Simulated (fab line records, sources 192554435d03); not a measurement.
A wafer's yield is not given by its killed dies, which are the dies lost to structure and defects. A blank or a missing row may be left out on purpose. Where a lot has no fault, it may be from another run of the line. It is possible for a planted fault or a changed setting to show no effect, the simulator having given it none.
Problem report, 8D (eight disciplines) form, completed by code || flow n5 finfet || the parts of the form that need people (team, actions taken, sign-off) are left out

## 1. WHAT IS WRONG
time to endpoint s at N5_BEOL_M5_CMP_52 reads a mean of 91 s on 5 wafers of 3 lots; wafers without a fault read 62 s with a standard deviation of 3.6. That puts it +7.9 standard deviations away from the usual mean.
The step: polishes, stops on SiCOH lowk, t overpolish 6.9 s, target thk 62 nm.
Seen first at day 11 20:30 on cmp-03, wafer L204.3. The record holds 33 wafers of 11 lots with a number at this step. By rule, "out" or "out of limits" means more than 4 standard deviations away from the usual mean. All remaining wafers that have a number are taken as sound.

## 2. WHAT IT IS, WHAT IT ISN'T
{"question": "which readings at this step", "is": "time to endpoint s", "is not": "clearing platen down force psi"}
{"question": "which lots", "is": "L204, L209, L210", "is not": "L198, L199, L202, L203, L205, L207, L213, L216"}
{"question": "which wafers of those lots", "is": "L204.3, L209.3, L209.4, L210.3, L210.6", "is not": "L204.1, L204.2, L209.5, L210.2"}
{"question": "read on which tools", "is": "cmp-01, cmp-03, cmp-04", "is not": "-"}
{"question": "when", "is": "from day 11 20:30", "is not": "up to then (14 sound wafers); but 14 sound wafers of L205, L207, L209, L210, L213, L216 came after"}

## 3. SUSPECTS, AND WHAT RULES EACH OUT
Counting: a tool at a process step up to the reading stays a suspect if it ran every lot that is out. Sound lots after the first of them don't rule it out here, since some wafers of a struck lot are sound.
- ecd cu-01 at N5_BEOL_M5_ECD_50 (material Cu, target thk 300 nm): kept. Ran every lot that is out, first one L204 (day 11 20:04); last sound lot up to then L203 (day 11 02:28).
Remaining after the count: ecd cu-01 at N5_BEOL_M5_ECD_50.

## 4. THE CAUSE (what the simulator had put in)
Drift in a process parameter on ecd cu-01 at N5_BEOL_M5_ECD_50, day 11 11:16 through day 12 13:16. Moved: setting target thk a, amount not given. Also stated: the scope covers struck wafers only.
This tool alone remained once counting was done.

## 5. THE CHAIN OF EFFECTS, in route order
Each row: a reading where the mean over the struck wafers with a number is more than 3 standard deviations away from the usual. Scope: only readings with a usual standard deviation given in the record; hours: median across lots of the time from each lot's start at the first step in this table that gives one to its start at this step; sigmas: change in usual standard deviations.
{"hours": 0, "step": "N5_BEOL_M5_CMP_52", "reading": "time to endpoint s", "usual": "62 s", "on struck wafers": 91, "change": "+29", "sigmas": "+7.9"}
The process steps in it:
- N5_BEOL_M5_CMP_52: polishes, stops on SiCOH lowk, t overpolish 6.9 s, target thk 62 nm.

## 6. WHAT WOULD HAVE CAUGHT IT SOONER
First out-of-limits reading in this record: day 11 20:30, which is 9 hours after fault onset at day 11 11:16.
Lots out: 3; of these, L210, L209 started N5_BEOL_M5_ECD_50 on ecd cu-01 after day 11 20:30. A hold on the tool at that time would have spared those 2.
